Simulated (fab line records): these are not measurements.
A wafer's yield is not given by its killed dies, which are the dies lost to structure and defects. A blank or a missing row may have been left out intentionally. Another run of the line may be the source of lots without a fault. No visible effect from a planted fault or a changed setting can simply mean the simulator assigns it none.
fab line records -- flow n5-finfet
record: lots: 8, wafers: 24, last-day: 18
route steps=1938 shown PMOS_HMC_CHANNEL_EPI@71 FIN_SAQP@95 BEOL_M4@1111
lots with no fault: from the same line, run without faults
start-h: start of the lot's first displayed wafer, in hours after the record's first day -- wait-h: how many hours have passed since the lot's step before this one -- " unchanged from the row above -- L1.1+2: one row covering several wafers at once -- - no value, or no start given -- * or withheld: withheld -- < > ~ a bound
route shown NAME@n: names a module that has steps shown in the file, with the first one's number in the route -- usual: mean/standard deviation of fault-free wafers -- same: alike in all rows -- chamber/n: place in a boat -- sites: per-site readings -- _std_site: their standard deviation -- _edge_site: the outer-site mean with the inner-site mean subtracted -- radius-mm: how far each site lies from the wafer's centre -- mask NAME#n: copy n -- behind: the last tool/chamber to shape the wafer -- hold: why the lot went on hold/how many hours it stayed there/how the hold came to an end -- device: transistor that didn't switch, given as n, p or np -- end of line: the tests these same wafers got at the end of their route -- for a step that has no rows: nothing shown but its recipe -- killed: not the wafer's yield, but the dies lost to structure and defects at the first sort -- map: per-die view of a wafer (x killed, . not killed, _ where there is no die)
set.NAME: setting as actually run; set.NAME@STEP: the setting as run at that earlier step -- model.NAME: the simulator's own value behind a step, which no gauge read
the route's steps for a sample of lots (tables are steps, rows are wafers)
services: the hour from which a tool's chamber was out of use, counted from the record's first day as start-h (under 0 if before that day), plus the number of hours and why
== steps ==
step: N5_PMOS_HMC_CHANNEL_EPI_STRIP_33
recipe: chemistry: N2/H2, power-w: 500, temp-c: 40, pressure-mtorr: 50, rf-frequency-hz: 6e+07, overash-fraction: 0.3, bias-power-w: 8, h2-frac: 0.5, n2-flow-sccm: 300, h2-flow-sccm: 300
usual: drypump-motor-current-A: 5.6/0.42, oes-product-au: 0.82/0.11, rf-vpp-V: 54.2/1.6, showerhead-plenum-p-Torr: 3.38/0.13, temp-c: 39.99/0.11, throttle-valve-pct: 18.89/0.23
lot.wafer,tool,chamber,start-h,wait-h,drypump-motor-current-A,oes-product-au,rf-hours-counter-h,rf-vpp-V,showerhead-plenum-p-Torr,temp-c,throttle-valve-pct
L787.1,rie-diel-03,2,17.09,0.0,5.4,0.89,35,54.5,3.56,39.88,19.13
L787.2,rie-diel-03,0,17.09,0.0,5.2,0.73,187,54.2,3.21,40.10,18.84
L787.6,rie-diel-03,0,17.09,0.0,5.2,0.73,-,53.9,3.21,39.85,18.87
L788.1,rie-diel-03,3,26.42,0.0,4.8,0.96,5,53.1,3.30,39.91,18.82
L788.4,rie-diel-03,0,26.42,0.0,5.3,0.72,-,54.0,3.21,39.95,18.82
L788.5,rie-diel-03,2,26.42,0.0,5.4,0.88,-,54.0,3.55,39.67,19.14
L797.2,rie-diel-04,2,77.22,0.0,5.8,0.71,197,53.1,3.46,39.91,18.94
L797.3,rie-diel-04,1,77.22,0.0,5.7,0.87,46,54.6,3.28,39.98,18.77
L797.6,rie-diel-04,0,77.22,0.0,5.8,0.72,-,55.3,3.46,39.78,18.90
L798.1,rie-diel-01,0,84.25,0.0,5.1,0.93,24,55.0,3.57,40.03,19.32
L798.5,rie-diel-01,1,84.25,0.0,6.0,0.97,-,54.9,3.57,40.08,18.32
L798.6,rie-diel-01,2,84.25,0.0,5.5,0.70,-,54.1,3.33,39.93,19.23
L801.2,rie-diel-03,2,101.45,0.0,5.4,0.83,60,53.0,3.54,39.92,19.19
L801.3,rie-diel-03,3,101.45,0.0,4.7,0.90,26,52.1,3.29,39.96,18.85
L801.5,rie-diel-03,0,101.45,0.0,5.3,0.72,-,55.5,3.20,40.03,18.88
L805.2,rie-diel-01,2,125.86,0.0,5.5,0.70,231,54.0,3.32,39.94,19.25
L805.3,rie-diel-01,1,125.86,0.0,5.9,0.91,15,55.8,3.57,39.87,18.34
L805.5,rie-diel-01,2,125.86,0.0,5.5,0.70,-,52.1,3.32,40.03,19.24
L807.2,rie-diel-04,2,137.61,0.0,5.8,0.70,215,54.3,3.45,39.95,18.95
L807.3,rie-diel-04,1,137.61,0.0,5.7,0.87,58,51.5,3.28,39.89,18.76
L807.5,rie-diel-04,2,137.61,0.0,5.8,0.68,-,58.2,3.45,40.12,18.96
L809.3,rie-diel-04,2,149.72,0.0,5.8,0.70,218,53.8,3.45,40.08,18.97
L809.4,rie-diel-04,1,149.72,0.0,5.7,0.86,61,53.8,3.28,39.80,18.78
L809.5,rie-diel-04,1,149.72,0.0,5.7,0.85,-,51.5,3.28,40.00,18.79
step: N5_PMOS_HMC_CHANNEL_EPI_CMP_21
recipe: material: SiGe30, post-cmp-clean: alkaline-brush, target-thk-nm: 54
usual: motor-current-A: 12.6/0.9
lot.wafer,tool,chamber,start-h,wait-h,motor-current-A
L787.2,cmp-01,0,18.92,0.0,12.4
L787.1,cmp-01,2,18.92,0.0,13.9
L787.6,cmp-01,0,18.92,0.0,12.9
L788.1,cmp-03,3,28.79,0.2,13.7
L788.4,cmp-03,1,28.79,0.2,10.7
L788.5,cmp-03,3,28.79,0.2,13.0
L797.3,cmp-03,0,79.52,0.1,11.9
L797.2,cmp-03,1,79.52,0.1,10.7
L797.6,cmp-03,2,79.52,0.1,12.3
L798.1,cmp-01,3,86.50,0.0,12.5
L798.5,cmp-01,3,86.50,0.0,12.7
L798.6,cmp-01,0,86.50,0.0,12.6
L801.2,cmp-04,1,104.27,0.1,12.5
L801.3,cmp-04,2,104.27,0.1,11.5
L801.5,cmp-04,0,104.27,0.1,12.2
L805.3,cmp-01,3,127.73,0.1,13.0
L805.2,cmp-01,1,127.73,0.1,12.5
L805.5,cmp-01,3,127.73,0.1,12.0
L807.3,cmp-04,0,139.56,0.1,12.8
L807.2,cmp-04,1,139.56,0.1,12.1
L807.5,cmp-04,1,139.56,0.1,12.0
L809.3,cmp-01,3,151.64,0.0,12.3
L809.4,cmp-01,1,151.64,0.0,13.7
L809.5,cmp-01,3,151.64,0.0,12.4
step: N5_FIN_SAQP_DENSIFY_62
recipe: temp-c: 700, time-s: 60, ambient: N2, idle-temp-c: 600, ramp-up-c-per-s: 150, ramp-down-c-per-s: 60, cool-to-c: 600
usual: lamp-power-pct: 9.84/0.051, lamp_zone_6_pct: 9.771/0.01, wafer_temp_C_max: 703.4/0.64
lot.wafer,tool,chamber,start-h,wait-h,lamp-power-pct,lamp_zone_6_pct,wafer_temp_C_max
L787.1,rtp-anneal-02,0,20.65,0.2,9.84,9.753,702.4
L787.2,rtp-anneal-02,0,20.65,0.2,9.75,9.757,702.9
L787.6,rtp-anneal-02,0,20.65,0.2,9.82,9.744,704.1
L788.1,rtp-anneal-01,0,29.85,0.1,9.86,9.758,702.3
L788.4,rtp-anneal-01,0,29.85,0.1,9.86,9.763,702.6
L788.5,rtp-anneal-01,0,29.85,0.1,9.75,9.784,703.7
L797.2,rtp-anneal-02,0,80.73,0.3,9.78,9.766,703.1
L797.3,rtp-anneal-02,0,80.73,0.3,9.82,9.765,705.8
L797.6,rtp-anneal-02,0,80.73,0.3,9.82,9.774,704.1
L798.1,rtp-anneal-02,0,87.93,0.1,9.74,9.766,703.6
L798.5,rtp-anneal-02,0,87.93,0.1,9.86,9.765,704.7
L798.6,rtp-anneal-02,0,87.93,0.1,9.93,9.790,704.0
L801.2,rtp-anneal-02,0,105.36,0.1,9.77,9.751,703.1
L801.3,rtp-anneal-02,0,105.36,0.1,9.88,9.763,702.6
L801.5,rtp-anneal-02,0,105.36,0.1,9.81,9.781,702.7
L805.2,rtp-anneal-02,0,128.94,0.3,9.93,9.771,703.9
L805.3,rtp-anneal-02,0,128.94,0.3,9.80,9.782,704.4
L805.5,rtp-anneal-02,0,128.94,0.3,9.89,9.761,703.6
L807.2,rtp-anneal-01,0,142.50,0.1,9.81,9.777,703.8
L807.3,rtp-anneal-01,0,142.50,0.1,9.89,9.763,703.2
L807.5,rtp-anneal-01,0,142.50,0.1,9.87,9.781,702.8
L809.3,rtp-anneal-02,0,152.83,0.2,9.81,9.767,704.2
L809.4,rtp-anneal-02,0,152.83,0.2,9.73,9.760,703.3
L809.5,rtp-anneal-02,0,152.83,0.2,9.71,9.779,702.7
step: N5_FIN_SAQP_HM_DEP_03
recipe: material: SiNx, target-thk-a: 380, temp-c: 400, precursor: SiH4/NH3/N2, pressure-torr: 1.5, rf-w: 300, time-s: 33.6
usual: heater-power-w: 812/98, showerhead-plenum-p-Torr: 5.15/0.066, throttle-valve-pct: 39.4/1.3
lot.wafer,tool,chamber,start-h,wait-h,heater-power-w,showerhead-plenum-p-Torr,throttle-valve-pct
L787.1,pecvd-03,0,20.87,0.2,905,5.14,40.3
L787.2,pecvd-03,2,20.87,0.2,766,5.07,37.9
L787.6,pecvd-03,0,20.87,0.2,902,5.15,40.4
L788.1,pecvd-03,1,30.07,0.2,830,5.26,39.7
L788.4,pecvd-03,1,30.07,0.2,857,5.27,39.9
L788.5,pecvd-03,0,30.07,0.2,952,5.15,40.2
L797.2,pecvd-03,1,80.92,0.2,821,5.26,40.1
L797.3,pecvd-03,2,80.92,0.2,767,5.05,38.6
L797.6,pecvd-03,2,80.92,0.2,749,5.07,38.5
L798.1,pecvd-03,0,88.14,0.2,938,5.15,40.4
L798.5,pecvd-03,2,88.14,0.2,912,5.06,38.7
L798.6,pecvd-03,0,88.14,0.2,913,5.14,40.5
L801.2,pecvd-02,1,105.55,0.2,581,5.09,38.6
L801.3,pecvd-02,0,105.55,0.2,855,5.16,40.9
L801.5,pecvd-02,2,105.55,0.2,708,5.16,37.3
L805.2,pecvd-02,0,129.13,0.2,876,5.18,40.9
L805.3,pecvd-02,1,129.13,0.2,686,5.09,38.1
L805.5,pecvd-02,2,129.13,0.2,784,5.17,37.3
L807.2,pecvd-02,0,142.68,0.2,888,5.16,40.8
L807.3,pecvd-02,1,142.68,0.2,660,5.08,38.7
L807.5,pecvd-02,0,142.68,0.2,885,5.16,40.8
L809.3,pecvd-03,1,152.99,0.1,871,5.26,40.0
L809.4,pecvd-03,2,152.99,0.1,850,5.05,38.9
L809.5,pecvd-03,1,152.99,0.1,827,5.26,39.6
step: N5_FIN_SAQP_THK_MEAS_05
usual: thk-nm: 38.0/0.47
lot.wafer,tool,chamber,start-h,wait-h,thk-nm
L787.1,film-metro-02,-,20.96,0.1,37.3
L787.2,film-metro-02,-,20.96,0.1,37.7
L787.6,film-metro-02,-,20.96,0.1,38.0
L788.1,film-metro-02,-,30.15,0.1,38.1
L788.4,film-metro-02,-,30.15,0.1,38.5
L788.5,film-metro-02,-,30.15,0.1,38.3
L797.2,film-metro-01,-,81.00,0.1,38.1
L797.3,film-metro-01,-,81.00,0.1,66.9
L797.6,film-metro-01,-,81.00,0.1,38.6
L798.1,film-metro-02,-,88.23,0.1,66.3
L798.5,film-metro-02,-,88.23,0.1,37.7
L798.6,film-metro-02,-,88.23,0.1,38.0
L801.2,film-metro-01,-,105.64,0.1,36.9
L801.3,film-metro-01,-,105.64,0.1,37.2
L801.5,film-metro-01,-,105.64,0.1,38.0
L805.2,film-metro-02,-,129.22,0.1,37.5
L805.3,film-metro-02,-,129.22,0.1,37.5
L805.5,film-metro-02,-,129.22,0.1,38.2
L807.2,film-metro-02,-,142.79,0.1,37.5
L807.3,film-metro-02,-,142.79,0.1,37.5
L807.5,film-metro-02,-,142.79,0.1,38.3
L809.3,film-metro-02,-,153.08,0.1,38.0
L809.4,film-metro-02,-,153.08,0.1,38.4
L809.5,film-metro-02,-,153.08,0.1,38.6
step: N5_FIN_SAQP_HM_OPEN_33
recipe: chemistry: CH3F/O2, target: SiNx, mask-material: SiO2, target-depth-a: 494, time-s: 70.6, pressure-mtorr: 30, source-w: 395, bias-w: 73, Ar_flow_sccm: 150, CH3F_flow_sccm: 30, O2_flow_sccm: 20, ion-energy-ev: 120, ends: cleared
usual: bias-w: 73.00/0.2, drypump-motor-current-A: 5.8/0.38, etch-rf-on-time-s: 69.2/1.1, mfc-ar-sccm: 149.9/0.44, oes_f_703_au: 0.78/0.085, oes-product-au: 0.66/0.077, rf-vpp-V: 297.1/2.7, showerhead-plenum-p-Torr: 1.98/0.05, throttle-valve-pct: 16.41/0.23
lot.wafer,tool,chamber,start-h,wait-h,bias-w,drypump-motor-current-A,etch-rf-on-time-s,mfc-ar-sccm,oes_f_703_au,oes-product-au,rf-hours-counter-h,rf-vpp-V,showerhead-plenum-p-Torr,throttle-valve-pct
L787.1,rie-diel-02,3,26.97,0.0,72.59,6.1,67.1,150.2,0.76,0.64,146,295.5,1.92,16.77
L787.2,rie-diel-02,1,26.97,0.0,72.93,5.0,69.0,149.7,0.78,0.65,134,294.9,1.93,16.30
L787.6,rie-diel-02,2,26.97,0.0,73.12,6.2,68.8,149.6,0.80,0.67,-,301.2,2.09,16.69
L788.1,rie-diel-05,1,34.77,0.1,72.95,5.1,70.0,148.7,0.68,0.59,222,298.3,1.98,16.47
L788.4,rie-diel-05,0,34.77,0.1,72.76,5.7,69.1,149.3,0.92,0.80,16,296.3,1.96,16.07
L788.5,rie-diel-05,3,34.77,0.1,72.95,5.7,69.4,149.9,0.77,0.65,-,292.9,2.00,16.36
L797.2,rie-diel-05,3,85.55,0.0,73.26,5.7,69.4,150.1,0.76,0.63,185,292.9,1.99,16.40
L797.3,rie-diel-05,2,85.55,0.0,73.12,6.2,124.2,150.5,0.70,0.59,223,295.9,2.06,16.70
L797.6,rie-diel-05,1,85.55,0.0,72.95,5.1,70.9,150.7,0.68,0.58,-,298.8,1.97,16.50
L798.1,rie-diel-02,3,96.33,0.1,72.85,6.1,122.7,149.6,0.74,0.63,169,295.6,1.91,16.84
L798.5,rie-diel-02,1,96.33,0.1,73.10,5.0,69.1,149.5,0.76,0.64,-,295.7,1.92,16.34
L798.6,rie-diel-02,2,96.33,0.1,72.94,6.2,70.5,149.8,0.78,0.65,-,302.6,2.08,16.70
L801.2,rie-diel-06,3,111.84,0.2,72.72,6.2,68.0,150.1,0.78,0.66,144,297.8,1.93,16.42
L801.3,rie-diel-06,1,111.84,0.2,73.02,5.9,67.5,150.4,0.75,0.65,142,300.4,2.00,16.47
L801.5,rie-diel-06,1,111.84,0.2,73.34,5.9,69.6,150.5,0.74,0.65,-,299.9,2.00,16.45
L805.2,rie-diel-05,3,133.95,0.0,73.05,5.7,67.6,150.3,0.73,0.62,203,293.6,1.98,16.41
L805.3,rie-diel-05,2,133.95,0.0,72.90,6.2,68.3,150.0,0.69,0.58,243,295.5,2.05,16.73
L805.5,rie-diel-05,1,133.95,0.0,72.92,5.1,69.4,149.8,0.99,0.85,-,297.1,1.97,16.05
L807.2,rie-diel-06,3,147.46,0.0,72.76,6.2,68.4,149.7,0.76,0.66,159,296.3,1.93,16.42
L807.3,rie-diel-06,0,147.46,0.0,73.00,5.8,68.3,150.1,0.96,0.82,8,299.3,1.96,16.14
L807.5,rie-diel-06,0,147.46,0.0,73.11,5.8,69.5,150.1,0.96,0.82,-,299.7,1.96,16.14
L809.3,rie-diel-06,1,157.80,0.0,72.88,6.0,69.2,149.8,0.73,0.64,161,300.3,1.99,16.50
L809.4,rie-diel-06,2,157.80,0.0,72.98,5.9,68.7,149.5,0.98,0.86,-,295.9,1.97,15.87
L809.5,rie-diel-06,0,157.80,0.0,72.60,5.8,69.5,150.2,0.95,0.83,-,300.9,1.96,16.14
step: N5_BEOL_M4_RC_MEAS_101
usual: DIBL_N: 36.4/1.3, DIBL_P: 36.5/1.7, IOFF_N: 0.154/0.022, IOFF_N_85C: 3.0/0.36, IOFF_N_LIN: 0.072/0.0083, IOFF_P: 0.202/0.025, ION_N: 671/9.8, ION_P: 460/6.8, SS_N: 71.6/0.54, SS_P: 73.4/0.58, VT_N: 250.9/2.8, VT_P: -251.4/2.7
lot.wafer,tool,chamber,start-h,wait-h,DIBL_N[mV/V],DIBL_P[mV/V],IOFF_N[nA/um],IOFF_N_85C[nA/um],IOFF_N_LIN[nA/um],IOFF_P[nA/um],ION_N[uA/um],ION_P[uA/um],SS_N[mV/dec],SS_P[mV/dec],VT_N[mV],VT_P[mV]
L787.1,prober-01,0,167.88,0.0,39.0,37.2,0.176,3.3,0.081,0.213,686,469,73.3,74.2,247.0,-251.2
L787.2,prober-01,0,167.88,0.0,39.4,37.7,0.183,3.5,0.083,0.222,683,461,72.5,74.1,247.6,-249.5
L787.6,prober-01,0,167.88,0.0,40.5,39.9,0.224,4.1,0.099,0.259,697,477,72.8,74.2,244.5,-250.8
L788.1,prober-02,0,172.44,0.0,37.2,35.9,0.159,3.1,0.074,0.181,682,449,73.0,73.1,252.0,-252.2
L788.4,prober-02,0,172.44,0.0,34.8,33.7,0.124,2.5,0.061,0.161,668,458,71.3,73.1,255.4,-252.7
L788.5,prober-02,0,172.44,0.0,37.4,36.4,0.168,3.3,0.078,0.194,674,452,72.1,72.9,250.2,-252.2
L797.2,prober-01,0,220.87,0.2,37.0,36.6,0.162,3.2,0.078,0.231,680,472,71.5,73.0,248.9,-249.5
L797.3,prober-01,0,220.87,0.2,33.0,31.2,0.095,2.0,0.049,0.146,650,451,70.4,71.6,257.2,-256.3
L797.6,prober-01,0,220.87,0.2,35.5,34.2,0.134,2.7,0.064,0.188,671,462,71.2,71.7,249.6,-250.8
L798.1,prober-02,0,228.32,0.0,33.5,32.9,0.099,2.1,0.050,0.141,641,442,70.7,72.0,257.9,-258.6
L798.5,prober-02,0,228.32,0.0,35.6,36.0,0.136,2.7,0.067,0.178,664,461,71.0,73.7,254.1,-253.2
L798.6,prober-02,0,228.32,0.0,36.3,37.2,0.152,3.0,0.073,0.200,668,459,71.6,73.6,250.8,-250.2
L801.2,prober-02,0,261.57,0.2,35.3,35.9,0.150,2.9,0.071,0.196,689,471,71.5,73.8,247.1,-252.5
L801.3,prober-02,0,261.57,0.2,36.9,37.8,0.181,3.4,0.081,0.220,689,467,72.5,73.8,248.2,-249.6
L801.5,prober-02,0,261.57,0.2,35.7,35.5,0.150,2.9,0.070,0.189,674,462,71.9,73.2,249.2,-251.8
L805.2,prober-02,0,270.59,0.2,38.0,37.3,0.181,3.4,0.080,0.232,661,451,72.6,73.1,249.9,-248.6
L805.3,prober-02,0,270.59,0.2,37.6,37.1,0.163,3.2,0.075,0.225,672,461,72.0,73.5,252.3,-251.1
L805.5,prober-02,0,270.59,0.2,37.0,36.4,0.157,3.0,0.072,0.221,671,463,71.7,73.4,250.5,-250.3
L807.2,prober-01,0,295.86,0.2,37.1,35.6,0.163,3.2,0.073,0.198,661,449,71.9,73.7,250.8,-252.9
L807.3,prober-01,0,295.86,0.2,37.6,37.3,0.188,3.5,0.083,0.241,676,463,71.9,74.4,244.2,-245.9
L807.5,prober-01,0,295.86,0.2,37.2,37.7,0.193,3.6,0.086,0.248,687,469,71.4,73.6,246.1,-245.7
L809.3,prober-01,0,310.98,0.3,34.7,34.7,0.130,2.7,0.062,0.191,662,459,71.6,72.5,253.3,-251.2
L809.4,prober-01,0,310.98,0.3,35.0,35.3,0.134,2.7,0.065,0.199,679,466,70.6,72.7,251.0,-248.1
L809.5,prober-01,0,310.98,0.3,35.2,36.0,0.145,2.9,0.070,0.215,672,464,71.2,72.4,250.8,-249.1
== services ==
tool,chamber,start-h,hours,kind
rtp-anneal-02,-,-1.12,4.0,pm
rie-diel-02,0,1.37,6.3,repair
rie-diel-03,0,17.93,3.8,repair
rie-diel-02,-,35.44,0.6,repair
pecvd-03,-,36.11,0.6,repair
rie-diel-02,0,38.20,4.3,repair
rie-diel-05,0,40.26,8.8,repair
rie-diel-01,3,44.83,2.5,repair
cmp-01,-,53.29,4.0,pm
cmp-04,-,64.51,0.4,repair
rie-diel-05,0,67.15,3.7,repair
cmp-04,-,82.26,5.0,pm
pecvd-03,-,84.18,0.7,repair
rie-diel-04,1,89.19,5.1,repair
rie-diel-02,2,90.82,4.3,repair
cmp-01,-,103.32,4.2,pm
rie-diel-04,1,105.96,14.5,repair
pecvd-03,-,113.55,1.0,repair
rie-diel-05,3,117.14,1.4,repair
pecvd-03,1,117.22,11.6,repair
rie-diel-04,3,120.72,9.8,repair
cmp-01,-,138.85,1.5,repair
rie-diel-03,2,147.89,8.5,repair
rie-diel-04,-,150.63,0.2,repair
== key ==
first-sign: step: N5_FIN_SAQP_THK_MEAS_05, reading: thk-nm, direction: up, sigmas: 61, usual: *, struck: *
effect: step: N5_FIN_SAQP_HM_OPEN_33, reading: etch-rf-on-time-s, direction: up, sigmas: 50, usual: *, struck: *
effect: step: N5_BEOL_M4_RC_MEAS_101, reading: IOFF_N_85C, direction: down, sigmas: 2.8, usual: 3.0, struck: 2.0
effect: step: N5_BEOL_M4_RC_MEAS_101, reading: IOFF_N_LIN, direction: down, sigmas: 2.7, usual: 0.072, struck: 0.049
effect: step: N5_BEOL_M4_RC_MEAS_101, reading: DIBL_P, direction: down, sigmas: 2.7, usual: 36.5, struck: 32.0
effect: step: N5_BEOL_M4_RC_MEAS_101, reading: ION_N, direction: down, sigmas: 2.6, usual: 671, struck: 645
effect: step: N5_BEOL_M4_RC_MEAS_101, reading: IOFF_N, direction: down, sigmas: 2.6, usual: 0.154, struck: 0.097
met-at N5_FIN_SAQP_HM_DEP_03
struck-lots L797,L798
struck-wafers L797.3,L798.1
not-acting-at N5_PMOS_HMC_CHANNEL_EPI_STRIP_33,N5_PMOS_HMC_CHANNEL_EPI_CMP_21,N5_FIN_SAQP_DENSIFY_62
onset-between 30.07 80.92
fault: kind: process-parameter-drift, tool: pecvd-03, chamber: -, onset-h: 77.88, steps: N5_FIN_SAQP_HM_DEP_03, channel: time-s, offset: *, shape: step, end-h: 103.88, scope: struck-wafers-only, acts-in: *, stated: *
